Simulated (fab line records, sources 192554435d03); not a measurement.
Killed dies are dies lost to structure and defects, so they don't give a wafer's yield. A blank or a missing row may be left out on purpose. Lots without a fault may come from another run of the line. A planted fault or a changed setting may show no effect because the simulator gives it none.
fab line records | flow n5_finfet
record lots=5 wafers=15 last_day=15
route steps=1938 shown BEOL_M13@1662
lots that met no fault: from a run of the same line without faults
start_h: hours from the record's first day to the start of the lot's first wafer shown | wait_h: hours since the lot's step before | " the same as in the row above | L1.1+2: a row that stands for several wafers | - no value, or no start given | * or withheld: withheld | < > ~ a bound
route shown NAME@n: a module of which the file shows steps, and the number in the route of the first | usual: mean/standard deviation of fault-free wafers | same: alike in all rows | chamber/n: place in a boat | sites: the reading at each site | _std_site: their standard deviation | _edge_site: outer sites' mean less inner sites' | radius_mm: how far each site lies from the wafer's centre | mask NAME#n: copy n | behind: the tool/chamber that last shaped the wafer | hold: why the lot was held/for how many hours/how that ended | device: the transistor (n, p or np) that didn't switch | end of line: the same wafers' tests at the end of the route | a step without rows: its recipe alone | killed: dies lost to structure and defects at the first sort, not the wafer's yield | map: a wafer's dies, x killed, . not, _ none there
set.NAME: the setting as run; set.NAME@STEP: as run at that earlier step | model.NAME: the simulator's own value behind a step, which no gauge read
lots at some steps of the route; a table a step, a row a wafer
services: from which hour (start_h, from the record's first day; less than 0 if before it) a tool's chamber was out of use, for how many hours, and why
## steps
# step N5_BEOL_M13_COAT_04
# recipe spin_rpm=1625 resist_thk_nm=400
# columns lot.wafer tool chamber start_h wait_h
L081.2+3+5 litho_track-01 0 - -
L083.1+3+4 litho_track-01 0 - -
L084.2+3+6 litho_track-03 0 - -
L089.3+5+6 litho_track-03 0 - -
L086.2+3+6 litho_track-05 0 - -
# step N5_BEOL_M13_EBR_06
# recipe solvent=PGMEA ebr_width_mm=1.5
# columns lot.wafer tool chamber start_h wait_h
L081.2+3+5 litho_track-01 0 - -
L083.1+3+4 litho_track-01 0 - -
L084.2+3+6 litho_track-03 0 - -
L089.3+5+6 litho_track-03 0 - -
L086.2+3+6 litho_track-05 0 - -
# step N5_BEOL_M13_SOFTBAKE_05
# recipe temp_c=130 time_s=60
# columns lot.wafer tool chamber start_h wait_h
L081.2+3+5 litho_track-01 0 - -
L083.1+3+4 litho_track-01 0 - -
L084.2+3+6 litho_track-03 0 - -
L089.3+5+6 litho_track-03 0 - -
L086.2+3+6 litho_track-05 0 - -
# step N5_BEOL_M13_EXPOSE_07
# recipe mask_id=V12 na=0.93 source_shape=conventional sigma_outer=0.6 polarization=unpolarized attpsm_phase_deg=180 dose_mj=24.8
# usual reticle_temp_C=23.00/0.11
# columns lot.wafer tool chamber start_h wait_h mask reticle_temp_C
L081.2 krf_scanner-02 0 296.62 - V12#0 22.87
L081.3 " 0 " " V12#0 22.86
L081.5 " 0 " " V12#0 22.94
L083.1 krf_scanner-02 0 309.51 - V12#0 23.10
L083.3 " 0 " " V12#0 23.07
L083.4 " 0 " " V12#0 22.96
L084.2 krf_scanner-01 0 326.88 - V12#0 23.16
L084.3 " 0 " " V12#0 22.87
L084.6 " 0 " " V12#0 22.96
L089.3 krf_scanner-02 0 338.01 - V12#0 23.04
L089.5 " 0 " " V12#0 22.90
L089.6 " 0 " " V12#0 23.00
L086.2 krf_scanner-01 0 338.16 - V12#0 23.05
L086.3 " 0 " " V12#0 23.20
L086.6 " 0 " " V12#0 22.92
# step N5_BEOL_M13_PEB_08
# recipe peb_temp_c=130 peb_time_s=90
# columns lot.wafer tool chamber start_h wait_h
L081.2+3+5 litho_track-03 0 296.67 0.0
L083.1+3+4 litho_track-01 0 309.57 0.1
L084.2+3+6 litho_track-03 0 326.93 0.0
L089.3+5+6 litho_track-05 0 338.06 0.0
L086.2+3+6 litho_track-03 0 338.22 0.0
# step N5_BEOL_M13_DEVELOP_09
# recipe develop_time_s=45 rinse_liquid=diw dry=air_spin dev_temp_c=21
# usual developer_temp_C=20.98/0.11
# columns lot.wafer tool chamber start_h wait_h developer_temp_C
L081.2 litho_track-03 0 - - 20.98
L081.3 " 0 " " 20.89
L081.5 " 0 " " 21.02
L083.1 litho_track-01 0 - - 21.04
L083.3 " 0 " " 20.98
L083.4 " 0 " " 21.02
L084.2 litho_track-03 0 - - 20.82
L084.3 " 0 " " 21.15
L084.6 " 0 " " 20.95
L089.3 litho_track-05 0 - - 20.86
L089.5 " 0 " " 21.01
L089.6 " 0 " " 21.00
L086.2 litho_track-03 0 - - 20.84
L086.3 " 0 " " 20.88
L086.6 " 0 " " 20.96
# step N5_BEOL_M13_HARDBAKE_14
# recipe temp_c=130 time_s=120
# columns lot.wafer tool chamber start_h wait_h
L081.2+3+5 litho_track-03 0 - -
L083.1+3+4 litho_track-01 0 - -
L084.2+3+6 litho_track-03 0 - -
L089.3+5+6 litho_track-05 0 - -
L086.2+3+6 litho_track-03 0 - -
# step N5_BEOL_M13_CD_MEAS_10
# recipe target_cd_nm=190 landing_energy_ev=500 detector=se_inlens polarity=opening
# usual cd_nm=189.1/1.2
# columns lot.wafer tool chamber start_h wait_h cd_nm
L081.2 cd_sem-03 0 296.78 - 185.9
L081.3 " 0 " " 187.5
L081.5 " 0 " " 186.8
L083.1 cd_sem-03 0 309.69 - 188.4
L083.3 " 0 " " 188.4
L083.4 " 0 " " 189.1
L084.2 cd_sem-02 0 327.05 - 189.7
L084.3 " 0 " " 189.2
L084.6 " 0 " " 190.1
L089.3 cd_sem-02 0 338.17 - 189.6
L089.5 " 0 " " 189.6
L089.6 " 0 " " 188.5
L086.2 cd_sem-01 0 338.33 - 189.3
L086.3 " 0 " " 190.1
L086.6 " 0 " " 190.2
# step N5_BEOL_M13_OVL_MEAS_11
# recipe points_per_wafer=44
# usual V12_OVL=-1/5.3
# columns lot.wafer tool chamber start_h wait_h V12_OVL[nm]
L081.2 overlay-02 0 296.81 0.0 2
L081.3 " 0 " " 3
L081.5 " 0 " " 3
L083.1 overlay-02 0 309.72 0.0 0
L083.3 " 0 " " -1
L083.4 " 0 " " -8
L084.2 overlay-01 0 327.08 0.0 4
L084.3 " 0 " " 1
L084.6 " 0 " " 1
L089.3 overlay-02 0 338.20 0.0 -1
L089.5 " 0 " " -1
L089.6 " 0 " " -6
L086.2 overlay-01 0 338.36 0.0 11
L086.3 " 0 " " 9
L086.6 " 0 " " 9
# step N5_BEOL_M13_INSPECT_12
# recipe mode=adi inspect_instrument=macro
# usual raw_defect_count=2.2/1.5
# columns lot.wafer tool chamber start_h wait_h raw_defect_count
L081.2 defect_inspect-02 - 296.84 0.0 3
L081.3 " - " " 0
L081.5 " - " " 1
L083.1 defect_inspect-02 - 309.74 0.0 4
L083.3 " - " " 4
L083.4 " - " " 2
L084.2 defect_inspect-01 - 327.10 0.0 1
L084.3 " - " " 2
L084.6 " - " " 0
L089.3 defect_inspect-02 - 338.23 0.0 3
L089.5 " - " " 0
L089.6 " - " " 3
L086.2 defect_inspect-02 - 338.39 0.0 3
L086.3 " - " " 1
L086.6 " - " " 2
# step N5_BEOL_M13_DESCUM_15
# recipe chemistry=O2 time_s=7.9 source_power_w=50 bias_power_w=20 pressure_mtorr=20 rf_frequency_hz=2.712e+07 temp_c=40 o2_flow_sccm=225
# usual drypump_motor_current_A=5.7/0.35 o2_flow_sccm=225.1/0.64 oes_product_au=0.78/0.082 rf_vpp_V=242.9/1.6 showerhead_plenum_p_Torr=2.07/0.086 throttle_valve_pct=20.5/0.3
# columns lot.wafer tool chamber start_h wait_h drypump_motor_current_A o2_flow_sccm oes_product_au rf_hours_counter_h rf_vpp_V showerhead_plenum_p_Torr throttle_valve_pct
L081.2 rie_diel-05 2 297.38 0.5 6.0 224.6 0.68 240 242.9 2.15 20.3
L081.3 " 3 " " 5.6 225.4 0.86 51 243.2 2.03 20.3
L081.5 " 2 " " 6.0 225.6 0.68 - 242.8 2.15 20.3
L083.1 rie_diel-05 3 309.77 0.0 5.6 225.9 0.87 54 242.2 2.03 20.3
L083.3 " 0 " " 6.1 225.2 0.71 196 242.6 2.07 20.4
L083.4 " 2 " " 6.0 226.4 0.68 243 244.4 2.15 20.3
L084.2 rie_diel-05 1 327.14 0.0 5.2 224.9 0.83 66 241.9 2.03 20.4
L084.3 " 3 " " 5.6 225.1 0.86 60 241.8 2.03 20.3
L084.6 " 3 " " 5.6 225.0 0.86 - 243.6 2.03 20.3
L089.3 rie_diel-05 0 338.26 0.0 6.1 225.1 0.70 204 241.9 2.07 20.4
L089.5 " 3 " " 5.6 224.0 0.86 - 241.5 2.03 20.3
L089.6 " 1 " " 5.2 225.0 0.81 - 242.7 2.03 20.4
L086.2 rie_diel-02 1 338.42 0.0 6.3 226.0 0.76 146 245.9 2.19 20.9
L086.3 " 0 " " 5.4 225.4 0.90 25 243.8 2.13 20.1
L086.6 " 2 " " 5.5 226.0 0.73 - 241.3 2.00 20.4
# step N5_BEOL_M13_ETCH_59
# recipe chemistry=N2/H2 target=BARC target_depth_a=890 overetch_a=267 time_s=67.9 ion_energy_ev=200 pressure_mtorr=30 source_w=840 bias_w=150 n2_flow_sccm=200 h2_flow_sccm=200
# usual drypump_motor_current_A=5.7/0.35 oes_product_au=0.66/0.067 rf_vpp_V=523/3.1 showerhead_plenum_p_Torr=2.52/0.11 throttle_valve_pct=17.9/0.31
# columns lot.wafer tool chamber start_h wait_h drypump_motor_current_A oes_product_au rf_hours_counter_h rf_vpp_V showerhead_plenum_p_Torr throttle_valve_pct
L081.2 rie_diel-05 2 297.42 0.0 6.1 0.59 240 523 2.61 17.6
L081.3 " 3 " " 5.6 0.74 51 522 2.48 17.9
L081.5 " 2 " " 6.0 0.59 - 526 2.61 17.7
L083.1 rie_diel-05 3 309.81 0.0 5.5 0.74 54 522 2.48 17.9
L083.3 " 0 " " 6.1 0.60 196 524 2.52 18.0
L083.4 " 2 " " 6.1 0.59 243 526 2.61 17.7
L084.2 rie_diel-05 1 327.17 0.0 5.2 0.70 66 521 2.47 17.9
L084.3 " 3 " " 5.5 0.72 60 522 2.48 17.9
L084.6 " 3 " " 5.6 0.73 - 521 2.48 17.9
L089.3 rie_diel-05 0 338.29 0.0 6.2 0.59 204 524 2.52 18.0
L089.5 " 3 " " 5.6 0.73 - 522 2.48 17.9
L089.6 " 1 " " 5.2 0.70 - 521 2.47 17.9
L086.2 rie_diel-02 1 338.45 0.0 6.3 0.64 146 527 2.66 18.3
L086.3 " 0 " " 5.4 0.76 25 525 2.59 17.5
L086.6 " 2 " " 5.5 0.63 - 520 2.43 17.8
# step N5_BEOL_M13_VIA_ETCH_16
# recipe chemistry=C4F8/O2/Ar target=SiOC pressure_mtorr=30 source_w=3000 bias_w=700 Ar_flow_sccm=400 C4F8_flow_sccm=15 O2_flow_sccm=8 he_inner_torr=15 he_outer_torr=30 target_depth_a=9217 time_s=withheld ion_energy_ev=250 ends=cleared
# usual drypump_motor_current_A=5.7/0.35 oes_product_au=0.70/0.074 rf_vpp_V=665/4 showerhead_plenum_p_Torr=3.39/0.13 throttle_valve_pct=24.24/0.28
# columns lot.wafer tool chamber start_h wait_h drypump_motor_current_A oes_product_au rf_vpp_V showerhead_plenum_p_Torr throttle_valve_pct
L081.2 rie_diel-05 2 297.47 0.0 6.1 0.62 669 3.49 23.93
L081.3 " 3 " " 5.6 0.78 663 3.35 24.17
L081.5 " 2 " " 6.1 0.62 668 3.49 23.94
L083.1 rie_diel-05 3 309.86 0.0 5.6 0.78 662 3.35 24.18
L083.3 " 0 " " 6.1 0.63 665 3.41 24.26
L083.4 " 2 " " 6.1 0.62 667 3.49 23.94
L084.2 rie_diel-05 1 327.22 0.0 5.2 0.75 664 3.33 24.23
L084.3 " 3 " " 5.6 0.77 662 3.35 24.19
L084.6 " 3 " " 5.6 0.78 664 3.35 24.18
L089.3 rie_diel-05 0 338.34 0.0 6.2 0.63 665 3.40 24.28
L089.5 " 3 " " 5.6 0.77 663 3.35 24.18
L089.6 " 1 " " 5.1 0.73 663 3.33 24.26
L086.2 rie_diel-02 1 338.51 0.0 6.3 0.67 670 3.55 24.60
L086.3 " 0 " " 5.4 0.80 667 3.48 23.92
L086.6 " 2 " " 5.5 0.67 662 3.28 24.11
# step N5_BEOL_M13_STRIP_63
# recipe chemistry=N2/H2 power_w=1000 temp_c=250 h2_frac=0.65 overash_fraction=0.3 pressure_mtorr=1000 n2_flow_sccm=1750 h2_flow_sccm=3250
# usual drypump_motor_current_A=5.4/0.47 heater_power_w=337/21 oes_product_au=0.674/0.0046 strip_time_to_endpoint_s=28.2/0.9
# columns lot.wafer tool chamber start_h wait_h drypump_motor_current_A heater_power_w oes_product_au rf_hours_counter_h strip_time_to_endpoint_s
L081.2 plasma_asher-01 1 297.70 - 6.0 360 0.683 82 29.2
L081.3 " 1 " " 6.0 351 0.669 - 29.0
L081.5 " 1 " " 5.9 356 0.670 - 27.1
L083.1 plasma_asher-01 1 310.10 - 6.0 358 0.681 85 28.9
L083.3 " 0 " " 4.9 324 0.681 - 28.1
L083.4 " 1 " " 6.0 359 0.675 - 28.1
L084.2 plasma_asher-01 1 327.46 - 6.0 363 0.678 88 30.1
L084.3 " 0 " " 4.9 332 0.677 - 29.3
L084.6 " 0 " " 4.9 335 0.668 - 28.9
L089.3 plasma_asher-02 1 338.60 - 5.0 356 0.676 - 29.1
L089.5 " 0 " " 5.7 301 0.675 - 27.6
L089.6 " 1 " " 5.0 345 0.682 - 27.8
L086.2 plasma_asher-01 0 338.74 - 4.9 333 0.681 91 28.3
L086.3 " 1 " " 6.0 362 0.672 - 28.2
L086.6 " 0 " " 5.0 325 0.674 - 28.8
# step N5_BEOL_M13_STRIP_64
# recipe chemistry=N2/H2 power_w=1000 temp_c=250 h2_frac=0.65 overash_fraction=0.3 pressure_mtorr=withheld n2_flow_sccm=1750 h2_flow_sccm=3250
# usual drypump_motor_current_A=5.4/0.48 heater_power_w=336/22 oes_product_au=0.715/0.0045 strip_time_to_endpoint_s=31.31/0.071
# columns lot.wafer tool chamber start_h wait_h drypump_motor_current_A heater_power_w oes_product_au rf_hours_counter_h strip_time_to_endpoint_s
L081.2 plasma_asher-01 1 297.76 0.0 6.0 362 0.711 82 31.31
L081.3 " 1 " " 5.9 356 0.717 - 31.39
L081.5 " 1 " " 6.0 343 0.711 - 31.35
L083.1 plasma_asher-01 1 310.16 0.0 6.0 350 0.713 85 31.21
L083.3 " 0 " " 4.9 325 0.714 - 31.13
L083.4 " 1 " " 6.0 357 0.718 - 31.20
L084.2 plasma_asher-01 1 327.52 0.0 5.9 360 0.721 88 31.37
L084.3 " 0 " " 4.9 320 0.714 - 31.39
L084.6 " 0 " " 4.9 324 0.720 - 31.44
L089.3 plasma_asher-02 1 338.66 0.0 5.0 337 0.720 - 31.37
L089.5 " 0 " " 5.7 300 0.717 - 31.34
L089.6 " 1 " " 5.0 350 0.720 - 31.28
L086.2 plasma_asher-01 0 338.80 0.0 5.0 321 0.711 91 31.34
L086.3 " 1 " " 6.0 368 0.718 - 31.35
L086.6 " 0 " " 4.9 326 0.711 - 31.40
# step N5_BEOL_M13_STRIP_71
# recipe chemistry=post_etch_residue_remover time_s=60 temp_c=25 remover_ph=withheld remover_water_wt_pct=withheld remover_fluoride_wt_pct=withheld
# columns lot.wafer tool chamber start_h wait_h
L081.2+3+5 wet_bench-03 0,6,3 297.85 0.1
L083.1+3+4 wet_bench-03 0,5,3 310.24 0.1
L084.2+3+6 wet_bench-06 4,7,5 327.61 0.1
L089.3+5+6 wet_bench-01 7,3,4 338.73 0.0
L086.2+3+6 wet_bench-03 3,6,4 338.89 0.1
# step N5_BEOL_M13_SRD_72
# recipe time_s=30 temp_c=23 rinse_liquid=diw dry=n2_spin spin_rpm=1500 dry_time_s=30
# columns lot.wafer tool chamber start_h wait_h
L081.2+3+5 wet_bench-03 0,6,3 297.87 0.0
L083.1+3+4 wet_bench-03 0,5,3 310.26 0.0
L084.2+3+6 wet_bench-06 4,7,5 327.62 0.0
L089.3+5+6 wet_bench-01 7,3,4 338.75 0.0
L086.2+3+6 wet_bench-03 3,6,4 338.97 0.0
# step N5_BEOL_M13_CD_MEAS_17
# recipe target_cd_nm=190 polarity=opening
# usual cd_nm=189.3/1.5
# columns lot.wafer tool chamber start_h wait_h cd_nm
L081.2 cd_sem-01 - 297.91 0.0 185.4
L081.3 " - " " 185.3
L081.5 " - " " 186.9
L083.1 cd_sem-03 - 310.31 0.0 187.3
L083.3 " - " " 187.8
L083.4 " - " " 189.1
L084.2 cd_sem-02 - 327.67 0.0 189.9
L084.3 " - " " 189.0
L084.6 " - " " 189.1
L089.3 cd_sem-03 - 338.79 0.0 189.6
L089.5 " - " " 189.6
L089.6 " - " " 189.4
L086.2 cd_sem-03 - 339.07 0.0 188.7
L086.3 " - " " 190.3
L086.6 " - " " 190.2
# step N5_BEOL_M13_COAT_65
# recipe resist=SOC temp_c=250 time_s=60 spin_rpm=1500 resist_thk_nm=350
# columns lot.wafer tool chamber start_h wait_h
L081.2+3+5 litho_track-01 0 297.95 0.0
L083.1+3+4 litho_track-01 0 310.35 0.0
L084.2+3+6 litho_track-03 0 327.70 0.0
L089.3+5+6 litho_track-01 0 338.82 0.0
L086.2+3+6 litho_track-01 0 339.11 0.0
# step N5_BEOL_M13_COAT_66
# recipe resist=SiARC temp_c=220 time_s=60 spin_rpm=1500 resist_thk_nm=110
# columns lot.wafer tool chamber start_h wait_h
L081.2+3+5 litho_track-01 0 - -
L083.1+3+4 litho_track-01 0 - -
L084.2+3+6 litho_track-03 0 - -
L089.3+5+6 litho_track-01 0 - -
L086.2+3+6 litho_track-01 0 - -
# step N5_BEOL_M13_COAT_22
# recipe spin_rpm=2888 resist_thk_nm=300
# columns lot.wafer tool chamber start_h wait_h
L081.2+3+5 litho_track-01 0 - -
L083.1+3+4 litho_track-01 0 - -
L084.2+3+6 litho_track-03 0 - -
L089.3+5+6 litho_track-01 0 - -
L086.2+3+6 litho_track-01 0 - -
# step N5_BEOL_M13_EBR_24
# recipe solvent=PGMEA ebr_width_mm=1.5
# columns lot.wafer tool chamber start_h wait_h
L081.2+3+5 litho_track-01 0 - -
L083.1+3+4 litho_track-01 0 - -
L084.2+3+6 litho_track-03 0 - -
L089.3+5+6 litho_track-01 0 - -
L086.2+3+6 litho_track-01 0 - -
# step N5_BEOL_M13_SOFTBAKE_23
# recipe temp_c=130 time_s=60
# columns lot.wafer tool chamber start_h wait_h
L081.2+3+5 litho_track-01 0 - -
L083.1+3+4 litho_track-01 0 - -
L084.2+3+6 litho_track-03 0 - -
L089.3+5+6 litho_track-01 0 - -
L086.2+3+6 litho_track-01 0 - -
# step N5_BEOL_M13_EXPOSE_25
# recipe mask_id=M13 na=0.93 source_shape=conventional sigma_outer=0.4 polarization=unpolarized target_cd_nm=210 dose_mj=22
# usual reticle_temp_C=22.99/0.1
# columns lot.wafer tool chamber start_h wait_h mask reticle_temp_C
L081.2 krf_scanner-01 0 298.20 - M13#0 23.11
L081.3 " 0 " " M13#0 23.03
L081.5 " 0 " " M13#0 23.01
L083.1 krf_scanner-02 0 310.60 - M13#0 22.85
L083.3 " 0 " " M13#0 23.06
L083.4 " 0 " " M13#0 23.03
L084.2 krf_scanner-01 0 327.95 - M13#0 22.96
L084.3 " 0 " " M13#0 23.01
L084.6 " 0 " " M13#0 22.90
L089.3 krf_scanner-02 0 339.08 - M13#0 23.00
L089.5 " 0 " " M13#0 23.01
L089.6 " 0 " " M13#0 22.78
L086.2 krf_scanner-01 0 339.36 - M13#0 23.04
L086.3 " 0 " " M13#0 23.17
L086.6 " 0 " " M13#0 23.17
# step N5_BEOL_M13_PEB_26
# recipe peb_temp_c=130 peb_time_s=90
# columns lot.wafer tool chamber start_h wait_h
L081.2+3+5 litho_track-01 0 298.25 0.0
L083.1+3+4 litho_track-03 0 310.65 0.1
L084.2+3+6 litho_track-03 0 328.00 0.0
L089.3+5+6 litho_track-03 0 339.13 0.0
L086.2+3+6 litho_track-05 0 339.41 0.0
# step N5_BEOL_M13_DEVELOP_27
# recipe develop_time_s=45 rinse_liquid=diw dry=air_spin dev_temp_c=21
# usual developer_temp_C=20.98/0.11
# columns lot.wafer tool chamber start_h wait_h developer_temp_C
L081.2 litho_track-01 0 - - 20.87
L081.3 " 0 " " 20.76
L081.5 " 0 " " 20.90
L083.1 litho_track-03 0 - - 20.98
L083.3 " 0 " " 20.96
L083.4 " 0 " " 20.82
L084.2 litho_track-03 0 - - 20.80
L084.3 " 0 " " 20.91
L084.6 " 0 " " 20.93
L089.3 litho_track-03 0 - - 20.93
L089.5 " 0 " " 21.14
L089.6 " 0 " " 20.95
L086.2 litho_track-05 0 - - 20.99
L086.3 " 0 " " 21.01
L086.6 " 0 " " 20.97
# step N5_BEOL_M13_HARDBAKE_32
# recipe temp_c=130 time_s=120
# columns lot.wafer tool chamber start_h wait_h
L081.2+3+5 litho_track-01 0 - -
L083.1+3+4 litho_track-03 0 - -
L084.2+3+6 litho_track-03 0 - -
L089.3+5+6 litho_track-03 0 - -
L086.2+3+6 litho_track-05 0 - -
# step N5_BEOL_M13_CD_MEAS_28
# recipe target_cd_nm=209.5 landing_energy_ev=500 detector=se_inlens
# usual cd_nm=209.4/0.99
# columns lot.wafer tool chamber start_h wait_h cd_nm
L081.2 cd_sem-01 0 298.36 - 208.8
L081.3 " 0 " " 208.3
L081.5 " 0 " " 208.3
L083.1 cd_sem-01 0 310.77 - 210.2
L083.3 " 0 " " 210.1
L083.4 " 0 " " 209.6
L084.2 cd_sem-02 0 328.12 - 209.0
L084.3 " 0 " " 209.2
L084.6 " 0 " " 208.0
L089.3 cd_sem-02 0 339.24 - 210.7
L089.5 " 0 " " 210.1
L089.6 " 0 " " 210.3
L086.2 cd_sem-02 0 339.52 - 210.0
L086.3 " 0 " " 209.8
L086.6 " 0 " " 210.1
# step N5_BEOL_M13_OVL_MEAS_29
# recipe points_per_wafer=44
# usual M13_OVL=5/5.3
# columns lot.wafer tool chamber start_h wait_h M13_OVL[nm]
L081.2 overlay-01 0 298.39 0.0 -10
L081.3 " 0 " " 2
L081.5 " 0 " " -2
L083.1 overlay-01 0 310.80 0.0 5
L083.3 " 0 " " 2
L083.4 " 0 " " 8
L084.2 overlay-01 0 328.15 0.0 7
L084.3 " 0 " " 3
L084.6 " 0 " " -3
L089.3 overlay-01 0 339.27 0.0 9
L089.5 " 0 " " 13
L089.6 " 0 " " -1
L086.2 overlay-01 0 339.55 0.0 6
L086.3 " 0 " " 14
L086.6 " 0 " " 7
# step N5_BEOL_M13_INSPECT_30
# recipe mode=adi inspect_instrument=macro
# usual raw_defect_count=2.1/1.5
# columns lot.wafer tool chamber start_h wait_h raw_defect_count
L081.2 defect_inspect-01 - 298.42 0.0 0
L081.3 " - " " 2
L081.5 " - " " 0
L083.1 defect_inspect-01 - 310.82 0.0 0
L083.3 " - " " 1
L083.4 " - " " 3
L084.2 defect_inspect-01 - 328.17 0.0 4
L084.3 " - " " 3
L084.6 " - " " 2
L089.3 defect_inspect-02 - 339.29 0.0 7
L089.5 " - " " 3
L089.6 " - " " 4
L086.2 defect_inspect-02 - 339.58 0.0 4
L086.3 " - " " 2
L086.6 " - " " 1
# step N5_BEOL_M13_DESCUM_33
# recipe chemistry=O2 time_s=7.9 source_power_w=50 bias_power_w=20 pressure_mtorr=20 rf_frequency_hz=2.712e+07 temp_c=40 o2_flow_sccm=225
# usual drypump_motor_current_A=5.7/0.32 o2_flow_sccm=224.9/0.6 oes_product_au=0.78/0.081 rf_vpp_V=242.9/1.8 showerhead_plenum_p_Torr=2.08/0.098 throttle_valve_pct=20.5/0.33
# columns lot.wafer tool chamber start_h wait_h drypump_motor_current_A o2_flow_sccm oes_product_au rf_hours_counter_h rf_vpp_V showerhead_plenum_p_Torr throttle_valve_pct
L081.2 rie_diel-06 0 298.45 0.0 5.7 224.8 0.77 140 246.0 2.18 20.5
L081.3 " 2 " " 5.9 225.1 0.70 200 241.0 1.99 20.8
L081.5 " 1 " " 5.9 224.0 0.73 - 240.5 1.93 21.0
L083.1 rie_diel-05 3 310.87 0.0 5.6 225.0 0.86 55 240.3 2.03 20.3
L083.3 " 2 " " 6.0 224.0 0.68 243 245.0 2.15 20.3
L083.4 " 0 " " 6.2 224.5 0.70 196 243.6 2.07 20.4
L084.2 rie_diel-06 3 328.20 0.0 5.3 225.0 0.89 45 244.6 2.22 20.0
L084.3 " 0 " " 5.7 225.3 0.77 150 244.2 2.18 20.5
L084.6 " 1 " " 5.9 225.8 0.72 - 240.8 1.93 21.0
L089.3 rie_diel-02 1 339.35 0.1 6.3 224.9 0.76 146 244.3 2.19 20.9
L089.5 " 2 " " 5.5 225.6 0.74 - 242.4 2.01 20.4
L089.6 " 1 " " 6.3 225.3 0.75 - 244.1 2.19 20.9
L086.2 rie_diel-05 1 339.72 0.1 5.2 224.6 0.81 71 242.8 2.03 20.4
L086.3 " 0 " " 6.2 226.1 0.69 205 244.2 2.07 20.4
L086.6 " 0 " " 6.2 225.5 0.70 - 243.9 2.07 20.4
# step N5_BEOL_M13_ETCH_67
# recipe chemistry=CF4 target=SiARC target_depth_a=1430 time_s=238.3 ion_energy_ev=80 pressure_mtorr=40 source_w=545 bias_w=36 Ar_flow_sccm=100 cf4_flow_sccm=100 ends=cleared
# usual drypump_motor_current_A=5.7/0.32 etch_rf_on_time_s=237/3 oes_product_au=0.66/0.068 rf_vpp_V=183.9/1.5 showerhead_plenum_p_Torr=2.13/0.099 throttle_valve_pct=15.7/0.3
# columns lot.wafer tool chamber start_h wait_h drypump_motor_current_A etch_rf_on_time_s oes_product_au rf_hours_counter_h rf_vpp_V showerhead_plenum_p_Torr throttle_valve_pct
L081.2 rie_diel-06 0 298.49 0.0 5.7 241 0.67 140 184.8 2.23 15.7
L081.3 " 2 " " 5.8 240 0.59 200 182.8 2.04 16.0
L081.5 " 1 " " 5.9 234 0.64 - 182.3 1.98 16.1
L083.1 rie_diel-05 3 310.90 0.0 5.5 234 0.73 55 183.6 2.10 15.4
L083.3 " 2 " " 6.1 238 0.58 243 184.4 2.19 15.6
L083.4 " 0 " " 6.1 233 0.61 196 183.0 2.13 15.7
L084.2 rie_diel-06 3 328.24 0.0 5.3 236 0.76 45 185.5 2.27 15.3
L084.3 " 0 " " 5.8 239 0.65 150 184.7 2.23 15.7
L084.6 " 1 " " 5.9 235 0.63 - 182.2 1.98 16.1
L089.3 rie_diel-02 1 339.38 0.0 6.3 236 0.64 146 184.1 2.23 16.0
L089.5 " 2 " " 5.5 240 0.63 - 184.3 2.05 15.6
L089.6 " 1 " " 6.3 238 0.64 - 184.1 2.23 16.0
L086.2 rie_diel-05 1 339.76 0.0 5.2 237 0.69 71 183.1 2.09 15.6
L086.3 " 0 " " 6.2 236 0.59 205 184.2 2.13 15.7
L086.6 " 0 " " 6.2 235 0.59 - 183.1 2.13 15.7
# step N5_BEOL_M13_ETCH_68
# recipe chemistry=N2/H2 target=SOC mask_material=SiARC source_w=3000 bias_w=350 temp_c=40 time_s=355 ion_energy_ev=200 pressure_mtorr=30 n2_flow_sccm=200 h2_flow_sccm=200
# usual drypump_motor_current_A=5.7/0.32 oes_product_au=0.78/0.079 rf_vpp_V=523/3.7 showerhead_plenum_p_Torr=2.52/0.12 throttle_valve_pct=17.9/0.33
# columns lot.wafer tool chamber start_h wait_h drypump_motor_current_A oes_product_au rf_hours_counter_h rf_vpp_V showerhead_plenum_p_Torr throttle_valve_pct
L081.2 rie_diel-06 0 298.63 0.1 5.7 0.78 141 527 2.66 18.0
L081.3 " 2 " " 5.9 0.70 200 519 2.42 18.2
L081.5 " 1 " " 5.9 0.74 - 518 2.33 18.2
L083.1 rie_diel-05 3 311.05 0.1 5.6 0.86 55 522 2.48 17.7
L083.3 " 2 " " 6.0 0.69 243 526 2.61 17.6
L083.4 " 0 " " 6.2 0.71 196 524 2.52 17.9
L084.2 rie_diel-06 3 328.39 0.1 5.3 0.88 45 527 2.69 17.3
L084.3 " 0 " " 5.8 0.77 150 527 2.66 18.0
L084.6 " 1 " " 5.9 0.72 - 520 2.33 18.2
L089.3 rie_diel-02 1 339.53 0.1 6.4 0.75 146 527 2.66 18.2
L089.5 " 2 " " 5.5 0.73 - 521 2.43 17.7
L089.6 " 1 " " 6.3 0.75 - 527 2.66 18.2
L086.2 rie_diel-05 1 339.90 0.1 5.2 0.82 71 523 2.47 17.7
L086.3 " 0 " " 6.1 0.70 206 523 2.52 17.9
L086.6 " 0 " " 6.2 0.69 - 523 2.52 17.9
# step N5_BEOL_M13_STRIP_69
# recipe chemistry=N2/H2 temp_c=40 n2_flow_sccm=200 h2_flow_sccm=200 rf_frequency_hz=6e+07
# columns lot.wafer tool chamber start_h wait_h
L081.2+3+5 rie_diel-06 0,2,1 298.84 0.1
L083.1+3+4 rie_diel-05 3,2,0 311.26 0.1
L084.2+3+6 rie_diel-06 3,0,1 328.60 0.1
L089.3+5+6 rie_diel-02 1,2,1 339.74 0.1
L086.2+3+6 rie_diel-05 1,0,0 340.11 0.1
## services
# columns tool chamber start_h hours kind
rie_diel-05 0 290.58 14.1 repair
krf_scanner-01 - 298.91 1.0 pm
krf_scanner-02 - 301.49 1.3 pm
krf_scanner-01 0 307.60 - calibration
krf_scanner-02 - 314.50 1.8 repair
krf_scanner-01 - 317.14 1.3 pm
rie_diel-06 2 323.89 4.5 repair
krf_scanner-02 - 325.35 6.2 repair
rie_diel-05 2 335.81 - clean
rie_diel-05 2 335.81 - consumable_replace:focus_ring
rie_diel-05 2 335.81 25.0 scheduled_down
rie_diel-05 2 335.81 25.0 vent_cycle
## key
fault none
